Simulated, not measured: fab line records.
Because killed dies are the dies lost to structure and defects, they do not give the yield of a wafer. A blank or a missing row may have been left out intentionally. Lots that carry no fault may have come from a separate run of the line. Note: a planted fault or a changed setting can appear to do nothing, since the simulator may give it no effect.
Matching of chambers || flow n5-finfet || N5_FIN_SAQP_PECVD_47 on pecvd-04 has 3 sister chambers
The step deposits a-Si from SiH4/He, target thk 45 nm, time 36.3 s. 3 wafers are shown with their chamber, then 9 later ones without.

## WAFERS, EACH WITH ITS CHAMBER
{"wafer": "L092.5", "chamber": 2, "throttle-valve-pct (%)": 17.8}
{"wafer": "L093.4", "chamber": 1, "throttle-valve-pct (%)": 17.3}
{"wafer": "L093.6", "chamber": 0, "throttle-valve-pct (%)": 18.2}

## WAFERS WITHOUT THEIR CHAMBER
{"wafer": "L094.4", "throttle-valve-pct (%)": 18.2}
{"wafer": "L094.5", "throttle-valve-pct (%)": 18.3}
{"wafer": "L094.6", "throttle-valve-pct (%)": 17.6}
{"wafer": "L095.1", "throttle-valve-pct (%)": 17.6}
{"wafer": "L095.3", "throttle-valve-pct (%)": 17.1}
{"wafer": "L095.6", "throttle-valve-pct (%)": 17.6}
{"wafer": "L097.1", "throttle-valve-pct (%)": 18.4}
{"wafer": "L097.3", "throttle-valve-pct (%)": 17.2}
{"wafer": "L097.6", "throttle-valve-pct (%)": 18.3}

## CHAMBER TAKEN BY EACH
{"wafer": "L094.4", "from the rows above": 0, "in truth": 0}
{"wafer": "L094.5", "from the rows above": 0, "in truth": 0}
{"wafer": "L094.6", "from the rows above": "can't be placed: 2 or 1", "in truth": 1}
{"wafer": "L095.1", "from the rows above": "can't be placed: 2 or 1", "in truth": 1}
{"wafer": "L095.3", "from the rows above": 1, "in truth": 1}
{"wafer": "L095.6", "from the rows above": "can't be placed: 2 or 1", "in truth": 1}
{"wafer": "L097.1", "from the rows above": 0, "in truth": 0}
{"wafer": "L097.3", "from the rows above": 1, "in truth": 1}
{"wafer": "L097.6", "from the rows above": 0, "in truth": 0}
Placed correctly: 6 of 9. Not placeable from these rows: 3 (in 3, the candidates include the true chamber). Placed wrongly: 0.
How it was worked out, from the rows above alone: a wafer's distance from a chamber is the root of the sum, over the readings, of the square of ((its reading less the chamber's mean) divided by the reading's scatter). The wafer belongs to the nearest chamber; if the next one is less than 2 further off, it can't be placed. Each chamber's mean is taken over the wafers shown for it. The scatter: with one shown wafer a chamber, the root of the mean of the squares of how far each hidden wafer lies from its nearest shown one.
